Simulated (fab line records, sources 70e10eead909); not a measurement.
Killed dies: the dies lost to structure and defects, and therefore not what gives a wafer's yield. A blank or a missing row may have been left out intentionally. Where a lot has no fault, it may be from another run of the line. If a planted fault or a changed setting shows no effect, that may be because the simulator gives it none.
fab line records	flow nand_harc
record: lots: 6	wafers: 18	last_day: 34
route steps=1302 shown P_ZERO_WELL@15
lots untouched by any fault: they come from a run of this same line in which no faults occurred
start_h: hours from the record's first day to the start of the lot's first wafer shown	wait_h: how many hours have passed since the lot's step before this one	" unchanged from the row above	L1.1+2: one row covering several wafers at once	- no value, or no start given	* or withheld: withheld	< > ~ a bound
route shown NAME@n: names a module that has steps shown in the file, with the first one's number in the route	usual: average and standard deviation across the fault-free wafers	same: alike in all rows	chamber/n: place in a boat	sites: the reading at each site	_std_site: the values' standard deviation	_edge_site: mean of outer sites minus mean of inner sites	radius_mm: for every site, how far away it sits from the centre of the wafer	mask NAME#n: copy n	behind: the most recent tool/chamber to have shaped the wafer	hold: what put the lot on hold/how long, in hours/how the hold closed	device: whichever transistor did not switch (one of n, p or np)	end of line: the same wafers' tests at the end of the route	a step given without rows: its recipe and nothing more	killed: count of dies lost to structure and defects at first sort (not the wafer's yield)	map: shows each die of a wafer: x if killed, . if not, _ if none is there
set.NAME: setting as actually run; set.NAME@STEP: the setting as run at that earlier step	model.NAME: the simulator's own value behind a step, which no gauge read
lots at selected steps of the route; one table per step, one row per wafer
services: from which hour (start_h, from the record's first day; less than 0 if before it) a tool's chamber was out of use, for how many hours, and why
== steps ==
step: NHARC_P_ZERO_WELL_HARDBAKE_12
recipe: temp_c: 118	time_s: 65
step: NHARC_P_ZERO_WELL_DESCUM_13
recipe: time_s: 3	o2_flow_sccm: 200	ar_flow_sccm: 0	bias_power_w: 0	chemistry: O2
usual: drypump_motor_current_A: 5.7/0.49	oes_product_au: 1.003/0.0078	rf_vpp_V: 57.8/0.86	showerhead_plenum_p_Torr: 1.94/0.083	throttle_valve_pct: 11.312/0.0093
same: bias_power_w: 0
lot.wafer	tool	chamber	start_h	wait_h	drypump_motor_current_A	oes_product_au	rf_hours_counter_h	rf_vpp_V	showerhead_plenum_p_Torr	throttle_valve_pct
L237.2	rie_diel-11	1	21.28	-	5.1	1.002	30	58.5	1.93	11.310
L237.1	"	0	"	"	6.6	1.005	36	58.5	1.97	11.324
L237.6	"	1	"	"	5.1	1.002	-	57.6	1.93	11.321
L239.3	rie_diel-11	3	41.41	-	5.2	0.999	47	59.9	2.06	11.316
L239.4	"	1	"	"	5.1	0.993	36	58.1	1.93	11.319
L239.6	"	0	"	"	6.6	1.005	-	58.4	1.97	11.321
L243.3	rie_diel-01	1	81.51	-	5.9	0.993	12	57.6	1.97	11.316
L243.6	"	1	"	"	5.9	0.994	-	57.5	1.97	11.319
L243.5	"	2	"	"	6.2	1.006	-	58.7	1.81	11.300
L245.3	rie_diel-11	0	101.39	-	6.6	1.011	4	57.8	1.97	11.309
L245.4	"	1	"	"	5.1	1.003	3	55.7	1.93	11.306
L245.2	"	3	"	"	5.2	1.016	3	58.6	2.06	11.308
L252.4	rie_diel-01	3	171.42	-	5.7	0.993	42	56.4	1.87	11.330
L252.1	"	0	"	"	5.4	1.004	43	55.9	1.78	11.321
L252.5	"	3	"	"	5.7	0.996	-	57.2	1.87	11.304
L258.2	rie_diel-11	1	231.42	-	5.1	0.998	49	57.5	1.91	11.321
L258.1	"	2	"	"	5.4	1.005	41	58.9	1.99	11.309
L258.5	"	0	"	"	6.6	0.995	-	57.1	1.95	11.328
step: NHARC_P_ZERO_WELL_ETCH_65
recipe: target_depth_a: 800	overetch_a: 240	time_s: 87.88	ion_energy_ev: 200	n2_flow_sccm: 150	h2_flow_sccm: 150	ar_flow_sccm: 0	rf_w: 400	bias_w: 150	chemistry: N2/H2
usual: drypump_motor_current_A: 5.7/0.5	oes_product_au: 1.004/0.0087	rf_vpp_V: 431.3/2.6	showerhead_plenum_p_Torr: 2.07/0.092	throttle_valve_pct: 14.171/0.0091
lot.wafer	tool	chamber	start_h	wait_h	drypump_motor_current_A	oes_product_au	rf_hours_counter_h	rf_vpp_V	showerhead_plenum_p_Torr	throttle_valve_pct
L237.1	rie_diel-11	3	21.42	0.1	5.3	1.013	38	434.5	2.20	14.178
L237.2	"	1	"	"	5.1	1.012	30	430.8	2.06	14.180
L237.6	"	3	"	"	5.3	1.015	-	433.8	2.20	14.185
L239.3	rie_diel-11	2	41.49	0.1	5.4	1.006	42	433.0	2.14	14.174
L239.4	"	1	"	"	5.1	1.001	37	432.4	2.06	14.168
L239.6	"	3	"	"	5.3	1.007	-	436.8	2.20	14.168
L243.3	rie_diel-01	1	81.61	0.1	5.9	1.007	12	432.4	2.11	14.167
L243.5	"	2	"	"	6.2	1.003	-	427.9	1.93	14.163
L243.6	"	3	"	"	5.7	0.999	-	428.6	2.00	14.162
L245.4	rie_diel-11	1	101.54	0.1	5.1	1.018	3	431.1	2.06	14.167
L245.2	"	2	"	"	5.4	0.994	3	433.6	2.14	14.161
L245.3	"	3	"	"	5.2	1.010	3	434.5	2.19	14.173
L252.1	rie_diel-01	1	171.61	0.2	5.9	0.999	43	429.9	2.09	14.167
L252.4	"	3	"	"	5.7	0.986	42	430.1	1.99	14.185
L252.5	"	2	"	"	6.2	1.012	-	427.8	1.92	14.169
L258.1	rie_diel-11	1	231.49	0.1	5.1	1.001	49	432.0	2.04	14.168
L258.2	"	2	"	"	5.4	1.008	41	433.0	2.12	14.181
L258.5	"	0	"	"	6.7	0.996	-	431.0	2.08	14.181
step: NHARC_P_ZERO_WELL_ETCH_62
recipe: target_depth_a: 130	time_s: 6.5	chf3_flow_sccm: 50	ar_flow_sccm: 200	rf_w: 500	bias_w: 200	chemistry: CHF3/Ar
usual: drypump_motor_current_A: 5.7/0.51	oes_product_au: 0.964/0.016	rf_vpp_V: 371.2/2.2	showerhead_plenum_p_Torr: 2.37/0.095	throttle_valve_pct: 20.217/0.0094
lot.wafer	tool	chamber	start_h	wait_h	drypump_motor_current_A	oes_product_au	rf_hours_counter_h	rf_vpp_V	showerhead_plenum_p_Torr	throttle_valve_pct
L237.2	rie_diel-11	2	-	-	5.4	0.938	33	373.0	2.46	20.230
L237.1	"	3	"	"	5.2	0.964	38	373.7	2.52	20.209
L237.6	"	3	"	"	5.2	0.963	-	375.8	2.52	20.229
L239.4	rie_diel-11	0	-	-	6.6	0.963	44	372.6	2.41	20.216
L239.3	"	2	"	"	5.4	0.986	42	374.3	2.45	20.216
L239.6	"	0	"	"	6.6	0.957	-	373.3	2.41	20.218
L243.3	rie_diel-01	3	-	-	5.7	0.944	15	369.7	2.30	20.211
L243.6	"	2	"	"	6.2	0.969	-	368.8	2.23	20.218
L243.5	"	3	"	"	5.7	0.952	-	371.4	2.30	20.211
L245.2	rie_diel-11	1	-	-	5.1	0.963	3	371.4	2.36	20.202
L245.3	"	2	"	"	5.4	0.953	3	373.9	2.45	20.218
L245.4	"	3	"	"	5.3	0.965	3	375.0	2.51	20.214
L252.1	rie_diel-01	1	-	-	5.9	0.942	43	371.5	2.40	20.230
L252.4	"	2	"	"	6.2	0.942	42	366.9	2.22	20.203
L252.5	"	2	"	"	6.2	0.944	-	366.4	2.22	20.214
L258.2	rie_diel-11	2	-	-	5.4	0.982	41	372.3	2.43	20.219
L258.1	"	3	"	"	5.2	0.963	44	374.7	2.49	20.213
L258.5	"	0	"	"	6.7	0.969	-	372.4	2.39	20.227
step: NHARC_P_ZERO_WELL_ETCH_63
recipe: target_depth_a: 1200	time_s: 40.1	hbr_flow_sccm: 150	cl2_flow_sccm: 50	rf_w: 400	icp_w: 400	bias_w: 100	chemistry: HBr/Cl2
usual: drypump_motor_current_A: 5.7/0.5	mfc_cl2_sccm: 50.02/0.15	oes_product_au: 1.001/0.012	throttle_valve_pct: 26.406/0.0087
lot.wafer	tool	chamber	start_h	wait_h	drypump_motor_current_A	mfc_cl2_sccm	oes_product_au	rf_hours_counter_h	throttle_valve_pct
L237.1	rie_si-02	1	21.59	-	5.6	50.09	1.012	0.5	26.397
L237.2	"	0	"	"	6.2	50.35	0.975	0.7	26.401
L237.6	"	1	"	"	5.6	50.37	1.003	-	26.404
L239.4	rie_si-02	0	41.66	-	6.3	50.03	0.993	0.8	26.412
L239.3	"	1	"	"	5.6	49.97	1.013	0.6	26.402
L239.6	"	1	"	"	5.6	49.89	1.015	-	26.424
L243.3	rie_si-04	2	82.00	-	5.7	50.01	0.992	0.5	26.408
L243.6	"	3	"	"	4.8	49.89	1.002	-	26.399
L243.5	"	0	"	"	6.1	50.15	0.983	-	26.393
L245.3	rie_si-04	2	101.70	-	5.7	49.92	1.007	0.5	26.402
L245.4	"	3	"	"	4.8	50.12	0.996	0.6	26.414
L245.2	"	0	"	"	6.0	49.91	0.989	0.6	26.417
L252.1	rie_si-03	1	171.83	-	6.0	50.14	1.006	0.8	26.412
L252.4	"	2	"	"	5.0	50.05	1.001	0.7	26.395
L252.5	"	2	"	"	5.0	49.90	1.002	-	26.409
L258.2	rie_si-03	1	231.67	-	6.0	50.08	1.005	0.0	26.389
L258.1	"	2	"	"	5.0	50.01	1.021	0.0	26.407
L258.5	"	1	"	"	6.0	50.26	1.011	-	26.410
step: NHARC_P_ZERO_WELL_STRIP_15
recipe: time_s: 900	temp_c: 130	chemistry: SPM
step: NHARC_P_ZERO_WELL_DEHYDRATE_16
recipe: temp_c: 150	time_s: 120
step: NHARC_P_ZERO_WELL_HMDS_17
recipe: time_s: 30
step: NHARC_P_ZERO_WELL_COAT_18
recipe: spin_rpm: withheld
step: NHARC_P_ZERO_WELL_SOFTBAKE_19
recipe: temp_c: 122	time_s: 95
step: NHARC_P_ZERO_WELL_EBR_20
step: NHARC_P_ZERO_WELL_EXPOSE_21
recipe: na: 0.6	target_cd_nm: 720	dose_mj: 22.31	mask_id: P_NWELL
step: NHARC_P_ZERO_WELL_PEB_22
recipe: peb_temp_c: 118	peb_time_s: 85
usual: exhaust_pa: 44.8/0.77	heater_power_total_W: 163.95/0.28	plate_temp_C: 118.00/0.12
lot.wafer	tool	chamber	start_h	wait_h	exhaust_pa	heater_power_total_W	plate_temp_C
L237.1	litho_track-07	0	22.43	0.1	44.8	164.30	118.11
L237.2	"	0	"	"	46.5	164.44	117.92
L237.6	"	0	"	"	45.0	163.95	117.99
L239.3	litho_track-05	0	42.37	0.1	45.2	163.71	118.09
L239.4	"	0	"	"	46.7	164.42	117.97
L239.6	"	0	"	"	45.1	164.28	118.19
L243.3	litho_track-05	0	82.79	0.1	44.5	171.24	122.00
L243.5	"	0	"	"	44.9	172.10	121.97
L243.6	"	0	"	"	44.7	172.21	122.12
L245.2	litho_track-05	0	102.54	0.1	44.5	170.91	121.94
L245.3	"	0	"	"	43.8	171.83	122.03
L245.4	"	0	"	"	44.5	172.04	122.17
L252.1	litho_track-07	0	172.67	0.1	45.0	163.70	117.89
L252.4	"	0	"	"	44.9	163.67	117.98
L252.5	"	0	"	"	43.3	163.68	117.86
L258.1	litho_track-03	0	232.37	0.1	45.5	163.67	118.01
L258.2	"	0	"	"	44.9	164.23	118.05
L258.5	"	0	"	"	44.7	164.23	118.06
step: NHARC_P_ZERO_WELL_DEVELOP_23
recipe: time_s: 70
step: NHARC_P_ZERO_WELL_CD_MEAS_24
recipe: target_cd_nm: 720	landing_energy_ev: 500
usual: cd_nm: 720.4/1.8
same: landing_energy_ev: 500
lot.wafer	tool	chamber	start_h	wait_h	cd_nm
L237.1	cd_sem-02	0	22.52	-	722.0
L237.2	"	0	"	"	720.3
L237.6	"	0	"	"	724.0
L239.3	cd_sem-03	0	42.47	-	718.0
L239.4	"	0	"	"	717.9
L239.6	"	0	"	"	717.0
L243.3	cd_sem-03	0	82.89	-	724.6
L243.5	"	0	"	"	725.2
L243.6	"	0	"	"	723.2
L245.2	cd_sem-03	0	102.63	-	724.8
L245.3	"	0	"	"	722.9
L245.4	"	0	"	"	724.7
L252.1	cd_sem-03	0	172.76	-	720.3
L252.4	"	0	"	"	718.0
L252.5	"	0	"	"	718.4
L258.1	cd_sem-01	0	232.46	-	718.1
L258.2	"	0	"	"	722.2
L258.5	"	0	"	"	719.7
step: NHARC_P_ZERO_WELL_HARDBAKE_25
recipe: temp_c: 125	time_s: 80
step: NHARC_P_ZERO_WELL_DESCUM_26
recipe: time_s: 3	o2_flow_sccm: 200	ar_flow_sccm: 0	bias_power_w: 0	chemistry: O2
usual: drypump_motor_current_A: 5.7/0.4	oes_product_au: 1.001/0.0088	rf_vpp_V: 57.8/0.82	showerhead_plenum_p_Torr: 1.93/0.077	throttle_valve_pct: 11.311/0.0092
same: bias_power_w: 0
lot.wafer	tool	chamber	start_h	wait_h	drypump_motor_current_A	oes_product_au	rf_hours_counter_h	rf_vpp_V	showerhead_plenum_p_Torr	throttle_valve_pct	model.P_ZERO_WELL.cd_nm
L237.1	rie_diel-11	1	22.69	-	5.1	1.001	30	57.0	1.93	11.315	721.7
L237.2	"	2	"	"	5.4	0.997	33	58.5	2.01	11.304	720.3
L237.6	"	1	"	"	5.1	1.009	-	57.5	1.93	11.305	724
L239.3	rie_diel-08	1	42.66	-	5.6	0.990	6	56.7	2.03	11.303	717.9
L239.6	"	3	"	"	5.8	1.005	-	59.1	1.93	11.303	717
L239.4	"	1	"	"	5.6	0.990	-	60.5	2.03	11.313	717.5
L243.3	rie_diel-08	2	83.07	-	5.6	0.997	26	57.7	1.90	11.305	724.8
L243.6	"	0	"	"	5.3	0.990	-	58.4	1.98	11.318	722.9
L243.5	"	1	"	"	5.6	0.995	-	57.6	2.02	11.297	725
L245.3	rie_diel-11	1	102.80	-	5.1	1.004	4	58.1	1.93	11.311	723
L245.2	"	2	"	"	5.4	1.003	3	57.1	2.00	11.324	725.6
L245.4	"	3	"	"	5.3	1.009	4	58.0	2.06	11.308	725
L252.1	rie_diel-08	0	172.92	-	5.4	0.999	51	57.8	1.97	11.321	720
L252.5	"	1	"	"	5.6	0.992	-	58.0	2.01	11.303	718.5
L252.4	"	3	"	"	5.9	0.998	-	58.2	1.91	11.304	718.7
L258.1	rie_diel-11	1	232.62	-	5.1	1.005	49	58.0	1.91	11.319	716.8
L258.2	"	0	"	"	6.7	0.997	47	58.1	1.95	11.306	721.9
L258.5	"	1	"	"	5.1	1.011	-	57.9	1.91	11.315	718.1
step: NHARC_P_ZERO_WELL_IMPLANT_27
recipe: energy_kev: 600	dose_cm2: 1e+13	tilt_deg: 7
== services ==
tool	chamber	start_h	hours	kind
rie_si-02	1	-1.80	9.2	repair
rie_diel-11	3	3.54	1.5	repair
rie_diel-08	-	15.40	9.0	pm
rie_diel-08	3	24.52	2.9	repair
rie_diel-01	-	26.83	9.0	pm
rie_diel-08	0	39.01	14.5	repair
rie_si-03	-	44.00	9.0	pm
rie_diel-11	-	69.77	2.4	repair
rie_diel-08	-	70.60	0.7	repair
rie_diel-08	3	71.69	10.9	repair
litho_track-07	-	76.00	7.0	pm
rie_si-03	2	78.23	7.1	repair
rie_diel-11	2	80.96	8.3	repair
rie_diel-11	-	81.98	9.0	pm
rie_diel-08	2	115.14	71.9	repair
rie_diel-11	0	115.17	2.9	repair
litho_track-05	-	124.00	7.0	pm
rie_diel-11	2	170.13	4.2	repair
rie_diel-01	2	173.34	3.9	repair
rie_diel-01	3	189.30	11.1	repair
rie_diel-08	-	192.40	9.0	pm
rie_diel-08	-	202.39	1.3	repair
rie_diel-01	-	203.83	9.0	pm
rie_diel-01	0	225.69	10.8	repair
== key ==
first_sign: step: NHARC_P_ZERO_WELL_PEB_22	reading: plate_temp_C	direction: up	sigmas: 33	usual: *	struck: *
effect: step: NHARC_P_ZERO_WELL_PEB_22	reading: heater_power_total_W	direction: up	sigmas: 28	usual: *	struck: *
effect: step: NHARC_P_ZERO_WELL_CD_MEAS_24	reading: cd_nm	direction: up	sigmas: 2.1	usual: 720.4	struck: 724.2
model_effect: step: NHARC_P_ZERO_WELL_DESCUM_26	value: P_ZERO_WELL.cd_nm	without: 719.5	struck: 724.4
met_at NHARC_P_ZERO_WELL_PEB_22
struck_wafers L243.3,L243.5,L243.6,L245.2,L245.3,L245.4
tester_left_out L243,L245
onset_between 42.37 82.79
fault: kind: process_parameter_drift	tool: litho_track-05	chamber: -	onset_h: 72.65	steps: NHARC_P_ZERO_WELL_PEB_22	channel: peb_temp_c	offset: *	shape: step	end_h: 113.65	acts_in: *	stated: *
tester_left_out: of these lots the tester's yield and bins aren't shown, on N5 and GAA mostly nor the transistor test; their killed dies are dies lost to structure and defects alone, not to doping, threshold or leakage, so they don't give the yield
